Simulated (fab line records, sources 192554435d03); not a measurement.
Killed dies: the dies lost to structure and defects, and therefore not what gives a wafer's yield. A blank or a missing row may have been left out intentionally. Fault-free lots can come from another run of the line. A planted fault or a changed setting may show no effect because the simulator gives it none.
Matching of chambers	flow n5 finfet	3 sister chambers for N5_BEOL_M6_PECVD_70 on pecvd-04
The step deposits SiO2 from TEOS/O2, target thk 20 nm, time 22.7 s. 3 wafers are shown with their chamber, then 12 later ones without.

== WAFERS WITH THEIR CHAMBER ==
wafer	chamber	throttle valve pct (%)
L091.1	0	22.5
L091.3	1	25.7
L091.4	2	20.6

== WAFERS WITH NO CHAMBER GIVEN ==
wafer	throttle valve pct (%)
L093.1	20.4
L093.5	25.9
L093.6	21.0
L094.2	22.7
L094.3	20.9
L094.5	20.7
L095.1	20.9
L095.2	23.1
L095.4	20.7
L096.2	22.7
L096.3	25.6
L096.4	25.9

== WHICH CHAMBER EACH WENT THROUGH ==
wafer	from the rows above	in truth
L093.1	2	2
L093.5	1	1
L093.6	2	2
L094.2	0	0
L094.3	2	2
L094.5	2	2
L095.1	2	2
L095.2	0	0
L095.4	2	2
L096.2	0	0
L096.3	1	1
L096.4	1	1
Correctly placed: 12 of 12. Can't be placed from these rows: 0. Wrongly placed: 0.
How it was worked out, from the rows above alone: a wafer's distance from a chamber is the root of the sum, over the readings, of the square of ((its reading less the chamber's mean) divided by the reading's scatter). If the next closest chamber is less than 2 further off than the closest, the wafer can't be placed; otherwise it belongs to the closest. Each chamber's mean is taken over the wafers shown for it. The scatter: root of mean squared gap, hidden wafer to nearest shown wafer, with one shown wafer a chamber.
